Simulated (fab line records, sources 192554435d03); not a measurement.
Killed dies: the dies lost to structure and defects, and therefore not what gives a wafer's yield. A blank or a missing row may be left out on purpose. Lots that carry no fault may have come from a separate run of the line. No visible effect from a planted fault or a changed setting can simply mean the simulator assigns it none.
Chamber matching + flow n5 finfet + N5_BEOL_M5_ILD_DEP_00 on pecvd-01 has 3 sister chambers
The step deposits SiCOH lowk from DEMS/porogen, target thk 140.64 nm, time 25.9 s. 6 wafers are shown with their chamber, then 12 later ones without.

WAFERS WITH THEIR CHAMBER
| wafer  | chamber | throttle valve pct (%) | heater power outer w (W) |
|--------|---------|------------------------|--------------------------|
| L089.1 | 0       | 13.9                   | 137                      |
| L089.3 | 1       | 15.0                   | 145                      |
| L089.4 | 2       | 12.7                   | 151                      |
| L092.1 | 2       | 12.6                   | 148                      |
| L092.2 | 0       | 14.0                   | 101                      |
| L092.5 | 1       | 14.9                   | 173                      |

WAFERS WHOSE CHAMBER IS MISSING
| wafer  | throttle valve pct (%) | heater power outer w (W) |
|--------|------------------------|--------------------------|
| L093.1 | 15.2                   | 192                      |
| L093.3 | 15.2                   | 195                      |
| L093.4 | 12.6                   | 113                      |
| L094.2 | 15.1                   | 180                      |
| L094.3 | 15.3                   | 180                      |
| L094.6 | 15.3                   | 186                      |
| L096.1 | 14.9                   | 175                      |
| L096.4 | 15.1                   | 186                      |
| L096.5 | 15.2                   | 186                      |
| L097.2 | 15.3                   | 140                      |
| L097.4 | 15.4                   | 146                      |
| L097.5 | 14.1                   | 119                      |

THE CHAMBER EACH PASSED THROUGH
| wafer  | from the rows above | in truth |
|--------|---------------------|----------|
| L093.1 | 1                   | 1        |
| L093.3 | 1                   | 1        |
| L093.4 | 2                   | 2        |
| L094.2 | 1                   | 1        |
| L094.3 | 1                   | 1        |
| L094.6 | 1                   | 1        |
| L096.1 | 1                   | 1        |
| L096.4 | 1                   | 1        |
| L096.5 | 1                   | 1        |
| L097.2 | 1                   | 1        |
| L097.4 | 1                   | 1        |
| L097.5 | 0                   | 0        |
Correct placement for 12 of the 12. Can't be placed from these rows: 0. Placed wrongly: 0.
How it was worked out, from the rows above alone: a wafer's distance from a chamber is the root of the sum, over the readings, of the square of ((its reading less the chamber's mean) divided by the reading's scatter). If the next closest chamber is less than 2 further off than the closest, the wafer can't be placed; otherwise it belongs to the closest. A chamber's mean is the mean of its shown wafers. The scatter: take each reading less its chamber's mean, square it, sum over the shown wafers, divide by the number of wafers less the number of chambers, and take the root.
